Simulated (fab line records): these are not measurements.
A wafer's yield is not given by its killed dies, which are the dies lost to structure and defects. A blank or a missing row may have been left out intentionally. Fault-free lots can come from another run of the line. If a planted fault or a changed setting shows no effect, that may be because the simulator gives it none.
Matching of chambers | flow nand harc | NHARC_P_M2_DESCUM_14 on rie diel-05 has 4 sister chambers
The step chemistry O2, time 3 s. 8 wafers are shown with their chamber, then 8 later ones without.

== WAFERS PAIRED WITH THEIR CHAMBERS ==
wafer  | chamber | drypump motor current A (A) | oes product au (a.u.)
L574.3 | 0       | 5.6                         | 0.992
L576.1 | 0       | 5.5                         | 0.996
L575.2 | 2       | 6.2                         | 1.003
L575.4 | 1       | 6.1                         | 1.005
L583.1 | 1       | 6.1                         | 1.009
L583.3 | 3       | 6.7                         | 1.019
L583.5 | 3       | 6.6                         | 1.005
L586.1 | 2       | 6.2                         | 1.030

== WAFERS WHOSE CHAMBER IS MISSING ==
wafer  | drypump motor current A (A) | oes product au (a.u.)
L586.3 | 6.6                         | 1.022
L586.5 | 5.5                         | 0.998
L588.1 | 5.6                         | 0.999
L588.5 | 5.5                         | 0.992
L588.6 | 6.6                         | 1.016
L587.1 | 6.6                         | 1.011
L587.4 | 6.2                         | 1.022
L587.6 | 5.5                         | 0.993

== EACH ONE'S CHAMBER ==
wafer  | from the rows above     | in truth
L586.3 | 3                       | 3
L586.5 | 0                       | 0
L588.1 | 0                       | 0
L588.5 | 0                       | 0
L588.6 | 3                       | 3
L587.1 | 3                       | 3
L587.4 | can't be placed: 2 or 1 | 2
L587.6 | 0                       | 0
7 of 8 placed correctly. Unplaceable from these rows: 1, with the true chamber sitting among the candidates in 1. Wrongly placed: 0.
How it was worked out, from the rows above alone: a wafer's distance from a chamber is the root of the sum, over the readings, of the square of ((its reading less the chamber's mean) divided by the reading's scatter). The wafer belongs to the nearest chamber; if the next one is less than 2 further off, it can't be placed. A chamber's mean is the mean of its shown wafers. The scatter is the square root of a quotient: the sum, over the shown wafers, of each reading's squared deviation from its chamber's mean, divided by wafers minus chambers.
